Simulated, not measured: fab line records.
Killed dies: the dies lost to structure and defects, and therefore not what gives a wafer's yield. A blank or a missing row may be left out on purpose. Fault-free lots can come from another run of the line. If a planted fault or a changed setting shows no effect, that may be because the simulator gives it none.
Matching of chambers	flow nand-harc	NHARC_A_STAIRCASE_DESCUM_186 on rie-diel-08 has 4 sister chambers
The step chemistry O2, time 3 s. 4 wafers are shown with their chamber, then 8 later ones without.

WAFERS WITH THEIR CHAMBER
wafer	chamber	drypump-motor-current-A (A)
L084.3	2	5.5
L090.2	1	6.2
L090.4	3	6.2
L092.4	0	4.9

WAFERS WITH NO CHAMBER GIVEN
wafer	drypump-motor-current-A (A)
L092.5	5.4
L092.6	6.2
L096.1	6.2
L096.4	6.3
L096.6	4.9
L097.1	4.9
L097.3	5.4
L097.4	6.2

WHICH CHAMBER EACH ONE RAN IN
wafer	from the rows above	in truth
L092.5	2	2
L092.6	can't be placed: 1 or 3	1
L096.1	can't be placed: 1 or 3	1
L096.4	can't be placed: 1 or 3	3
L096.6	0	0
L097.1	0	0
L097.3	2	2
L097.4	can't be placed: 1 or 3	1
4 of 8 placed correctly. Not placeable from these rows: 4 (in 4, the candidates include the true chamber). 0 placed wrongly.
How it was worked out, from the rows above alone: a wafer's distance from a chamber is the root of the sum, over the readings, of the square of ((its reading less the chamber's mean) divided by the reading's scatter). The wafer belongs to the nearest chamber; if the next one is less than 2 further off, it can't be placed. The mean given for a chamber averages the wafers shown for that chamber. The scatter (one wafer shown for each chamber): square how far every hidden wafer sits from the nearest shown wafer, average those squares and take the square root.
